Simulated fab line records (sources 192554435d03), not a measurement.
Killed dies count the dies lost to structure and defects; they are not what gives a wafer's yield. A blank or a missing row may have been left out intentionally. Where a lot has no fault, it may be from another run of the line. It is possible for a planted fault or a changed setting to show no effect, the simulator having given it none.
Struck lot and sound lot, side by side | flow n5-finfet | 16 steps out of a route of 1938
Sound: the wafers L944.2, L944.4, L944.6. Struck: wafer L948.4 (left out: L948.3, a lot-mate that was not struck); the cause follows at the end.
Per side, at each step with rows, come the tool, then ch with its chambers, and then its first start. Under that, the readings that differ: sound wafers | struck wafers | difference of the means | sigmas: that difference in standard deviations of wafers without a fault.
alike: a reading whose means differ by less than 2 such deviations, as well as words and numbers matching on both sides. not compared: withheld readings; readings where some wafer has no value; bounds like >300 that might hide an equal value; numbers whose values overlap and for which the record gives no deviation.
The two part at a step that has a row with sigmas, a row that says differs or no value, or rows on one side only. Numbers that don't overlap but have no deviation are shown without sigmas and don't part them. A reading missing from all wafers of one side parts the sides only when that side holds two or more wafers.

first, 1 step without rows for these wafers: N5_HKMG_FIN_STRIP_33 (strips in N2/H2).
N5_HKMG_FIN_STRIP_34: strips in CF4.
  sound on rie-diel-03 ch 1,2, day 5 02:44; struck on rie-diel-05 ch 2, day 6 09:37
  reading               | sound          | struck | difference | sigmas
  oes-product-au (a.u.) | 0.76 0.72 0.75 | 0.93   | +0.19      | +2
  alike: drypump-motor-current-A, rf-vpp-V, showerhead-plenum-p-Torr, throttle-valve-pct
  not compared: rf-hours-counter-h
then, 4 steps without rows for these wafers: N5_HKMG_FIN_ETCH_35 (etches SOC in N2/H2, target depth 215.8 nm, time 243.4 s); N5_HKMG_FIN_STRIP_92 (strips SOC in N2/H2, time 20 s); N5_HKMG_FIN_WET_ETCH_18 (etches TiN in SC1, time 55 s, target depth 5.2 nm, rinse time 30 s); N5_HKMG_FIN_STRIP_19 (strips in N2/H2, time 360 s).
N5_HKMG_FIN_ALD_91: deposits TiN, target thk 1 nm, pulse time 1 s, purge time 3 s.
  sound on ald-metal-01 ch 0,1,3, day 5 03:26; struck on ald-metal-04 ch 0, day 6 10:19
  alike: heater-power-w, precursor-pulse-height-rel
  not compared: co-reactant-pulse-time-s
then, 1 step without rows for these wafers: N5_HKMG_FIN_COAT_85 (time 60 s, resist thk 300 nm).
N5_HKMG_FIN_ETCH_86: etches SOC in N2/H2, stops on TiN, target depth 393.2 nm.
  sound on rie-diel-05 ch 0,1,3, day 5 03:46; struck on rie-diel-01 ch 2, day 6 10:39
  alike: drypump-motor-current-A, oes-product-au, rf-vpp-V, showerhead-plenum-p-Torr, throttle-valve-pct
  not compared: rf-hours-counter-h
N5_HKMG_FIN_STRIP_89: strips SOC in N2/H2, time 20 s.
  sound on rie-diel-05 ch 0,1,3, day 5 03:49; struck on rie-diel-01 ch 2, day 6 10:43
  alike: drypump-motor-current-A, oes-product-au, rf-vpp-V, showerhead-plenum-p-Torr, throttle-valve-pct
  not compared: rf-hours-counter-h
then, 2 steps without rows for these wafers: N5_HKMG_FIN_WET_ETCH_87 (etches TiN in SC1, time 154.2 s, target depth 4.7 nm, rinse time 30 s); N5_HKMG_FIN_STRIP_88 (strips in N2/H2, time 360 s).
N5_HKMG_FIN_NWFM_ALD_20: deposits TiAlC, target thk 2 nm, pulse time 3 s, purge time 2 s.
  sound on ald-metal-04 ch 0,2, day 5 04:24; struck on ald-metal-04 ch 3, day 6 11:28
  reading                      | sound    | struck | difference | sigmas
  co-reactant-pulse-time-s (s) | 10 10 10 | 11.426 | +1.426     |
  alike: heater-power-w, precursor-pulse-height-rel
N5_HKMG_FIN_ALD_71: deposits TiN, target thk 1 nm, pulse time 1 s, purge time 3 s.
  sound on ald-metal-04 ch 0,2, day 5 04:30; struck on ald-metal-04 ch 3, day 6 11:34
  alike: heater-power-w, precursor-pulse-height-rel
  not compared: co-reactant-pulse-time-s
-- here the record skips 4 days between the struck wafers' starts before and after, leaving off in module HKMG_FIN and picking up in module BEOL_M4 (first step shown: number 1111 of the route) --
N5_BEOL_M4_RC_MEAS_101:
  sound on prober-02 ch 0, day 9 06:36; struck on prober-01 ch 0, day 10 11:08
  alike: DIBL_N, DIBL_P, IOFF_N, IOFF_P, ION_N, ION_P, SS_N, SS_P, VT_N, VT_P
-- record jumps: 5 days separate the struck wafers' starts on either side; left off in module BEOL_M4, taken up again in module PASSIVATION, whose first shown step is the route's number 1936 --
N5_PASSIVATION_PROBE_49:
  rows exist in the record for the struck wafers here (prober-02, day 15 00:46), but not for the sound ones

WHERE THEY PART
Earliest at N5_HKMG_FIN_STRIP_34; latest, in this record, at N5_PASSIVATION_PROBE_49.

WHY: what had been put in by the simulator
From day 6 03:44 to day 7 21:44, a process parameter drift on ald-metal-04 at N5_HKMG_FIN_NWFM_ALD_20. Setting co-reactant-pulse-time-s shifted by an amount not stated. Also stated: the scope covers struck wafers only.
